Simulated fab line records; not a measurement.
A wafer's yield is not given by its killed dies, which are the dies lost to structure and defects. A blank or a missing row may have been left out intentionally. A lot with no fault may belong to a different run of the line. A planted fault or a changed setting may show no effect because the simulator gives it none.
Problem report in the 8D (eight disciplines) form, filled by code -- flow nand_harc -- the parts of the form that need people (team, actions taken, sign-off) are left out

== 1. PROBLEM STATEMENT ==
At NHARC_A_ONON_D2_THK_MEAS_02, thk_nm averages 921 nm over 3 wafers from 2 lots, while fault-free wafers read 1000 nm, standard deviation 8.2. Measured from the usual mean, that is -9.6 standard deviations.
The step: measures by ellipsometry.
Seen first at day 18 13:00 on film_metro-01, wafer L588.5. The record has a number at this step for 42 wafers belonging to 14 lots. By rule, "out" or "out of limits" means more than 4 standard deviations away from the usual mean. All remaining wafers that have a number are taken as sound.

== 2. WHAT IT IS, WHAT IT ISN'T ==
question,is,is not
which readings at this step,thk_nm,-
which lots,"L588, L590","L575, L576, L577, L578, L579, L580, L581, L583, L584, L586, L592, L597"
which wafers of those lots,"L588.5, L590.1, L590.5","L588.2, L588.6, L590.4"
read on which gauges,"film_metro-01, film_metro-02",-
when,from day 18 13:00,"up to then (32 sound wafers); but 7 sound wafers of L590, L592, L597 came after"

== 3. WHAT RULES OUT EACH SUSPECT ==
Counting: any tool at a process step up to the reading remains a suspect provided it ran every lot that is out. Sound lots after the first of them don't rule it out here, since some wafers of a struck lot are sound.
- the gauge at NHARC_A_ONON_D2_THK_MEAS_02 is ruled out. Those wafers that are out were read across 2 gauges (film_metro-01, film_metro-02).
- pecvd_onon-02 at NHARC_A_ONON_D2_DEP_00 (target thk 1000 nm): kept. It processed each lot that is out (first: L588, day 18 12:33); up to then, its last sound lot is L586 (day 16 23:02).
The count leaves pecvd_onon-02 at NHARC_A_ONON_D2_DEP_00.

== 4. THE CAUSE (what the simulator had put in) ==
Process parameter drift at NHARC_A_ONON_D2_DEP_00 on pecvd_onon-02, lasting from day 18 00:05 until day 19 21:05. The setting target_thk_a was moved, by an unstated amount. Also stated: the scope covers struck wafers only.
This tool alone remained once counting was done.

== 5. SEQUENCE OF EFFECTS, ordered by route ==
Each row: a reading whose mean over the struck wafers that have a number lies more than 3 standard deviations from the usual. Readings are gone through only where the record gives a usual standard deviation; hours: the median, over the lots, of the time from a lot's start at the first step in this table giving one to that lot's start at this step; sigmas: the change measured in usual standard deviations.
hours,step,reading,usual,on struck wafers,change,sigmas
0,NHARC_A_ONON_D2_THK_MEAS_02,thk_nm,1000 nm,921,-79,-9.6

== 6. WHAT WOULD HAVE CAUGHT IT SOONER ==
In this record the first reading out of limits at a measuring or inspecting step was taken at day 18 13:00, 13 hours after the fault began at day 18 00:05.
Lots out: 2; of these, L590 started NHARC_A_ONON_D2_DEP_00 on pecvd_onon-02 after day 18 13:00. It would have been spared by a hold on the tool at that moment.
